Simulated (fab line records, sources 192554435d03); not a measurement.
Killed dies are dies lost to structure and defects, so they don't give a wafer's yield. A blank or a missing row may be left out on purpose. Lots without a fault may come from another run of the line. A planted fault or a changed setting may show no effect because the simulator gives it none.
Problem report in the 8D (eight disciplines) form, filled by code | flow n5_finfet | the parts of the form that need people (team, actions taken, sign-off) are left out

1. THE PROBLEM
MD_CAP_THK at N5_MOL_CONTACT_COAG_THK_MEAS_29 reads a mean of 18.89 nm on 1 wafer of 1 lot; wafers without a fault read 17.93 nm with a standard deviation of 0.077. That is +12 standard deviations from the usual mean.
First seen on wafer L762.6, day 7 15:08, on film_metro-01. The record holds 35 wafers of 12 lots with a number at this step. Rule for "out", or "out of limits": more than 4 standard deviations from the usual mean. The other wafers with a number count as sound.

2. WHAT IT IS AND WHAT IT IS NOT
question                    | is               | is not
which readings at this step | MD_CAP_THK       | -
which lots                  | L762             | L752, L753, L754, L755, L757, L759, L766, L767, L770, L774, L775
which wafers of those lots  | L762.6           | L762.4
read on which gauges        | film_metro-01    | film_metro-02
when                        | from day 7 15:08 | up to then (19 sound wafers); but 15 sound wafers of L766, L767, L770, L774, L775 came after

3. SUSPECTS, AND WHAT RULES EACH OUT
Counting: a tool at a process step up to the reading stays a suspect if it ran every lot that is out. Sound lots after the first of them don't rule it out here, since some wafers of a struck lot are sound.
- the gauge at N5_MOL_CONTACT_COAG_THK_MEAS_29: kept. All the wafers that are out were read on film_metro-01, and no step on other tools shows them out.
- pvd_sputter-03 at N5_MOL_CONTACT_COAG_TI_SIL_19 (material Ti, target thk 4.2 nm, time 15 s): kept. It ran the lot that is out, L762 (day 7 06:53); its last sound lot up to then is L759 (day 6 20:16).
- rtp_anneal-01 at N5_MOL_CONTACT_COAG_SIL_ANNEAL_21 (time 60 s): kept. It ran the lot that is out, L762 (day 7 07:29); its last sound lot up to then is L757 (day 5 22:46).
- pvd_sputter-02 at N5_MOL_CONTACT_COAG_SPUTTER_130 (material Co, target thk 47.5 nm): kept. It ran the lot that is out, L762 (day 7 12:01).
- cmp-03 at N5_MOL_CONTACT_COAG_CMP_23 (polishes, stops on SiO2, t overpolish 1.5 s, target thk 0 nm): kept. It ran the lot that is out, L762 (day 7 12:27); its last sound lot up to then is L757 (day 6 08:05).
Left after counting: pvd_sputter-03 at N5_MOL_CONTACT_COAG_TI_SIL_19, rtp_anneal-01 at N5_MOL_CONTACT_COAG_SIL_ANNEAL_21, pvd_sputter-02 at N5_MOL_CONTACT_COAG_SPUTTER_130, cmp-03 at N5_MOL_CONTACT_COAG_CMP_23, film_metro-01 at N5_MOL_CONTACT_COAG_THK_MEAS_29.

4. THE CAUSE (what the simulator had put in)
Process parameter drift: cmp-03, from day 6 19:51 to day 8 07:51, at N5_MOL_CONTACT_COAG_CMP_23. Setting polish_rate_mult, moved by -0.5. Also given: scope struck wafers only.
Counting left 5 suspects, and this tool is among them.

5. THE CHAIN OF EFFECTS, in route order
Each row: a reading whose mean over the struck wafers that have a number lies more than 3 standard deviations from the usual. Only readings for which the record gives a usual standard deviation are gone through. hours: the time from each lot's start at the first step in this table that gives one to its start at this step, as a median over the lots. sigmas: the change in usual standard deviations.
hours | step                            | reading            | usual    | on struck wafers | change | sigmas
0     | N5_MOL_CONTACT_COAG_CMP_23      | time_to_endpoint_s | 9.4 s    | 18.5             | +9.1   | +3.4
3     | N5_MOL_CONTACT_COAG_THK_MEAS_29 | MD_CAP_THK         | 17.93 nm | 18.89            | +0.96  | +12
The process steps in it:
- N5_MOL_CONTACT_COAG_CMP_23: polishes, stops on SiO2, t overpolish 1.5 s, target thk 0 nm.

6. WHAT WOULD HAVE CAUGHT IT SOONER
In this record the first reading out of limits at a measuring or inspecting step was taken at day 7 15:08, 19 hours after the fault began at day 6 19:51.
Of the tool readings at N5_MOL_CONTACT_COAG_CMP_23 for which the record gives a usual standard deviation, none was out on any struck wafer, so an alarm limit of 4 standard deviations on them would not have fired.
All the lots that are out (1) had begun N5_MOL_CONTACT_COAG_CMP_23 on cmp-03 by day 7 15:08. A hold on the tool at that time would have spared none of them.
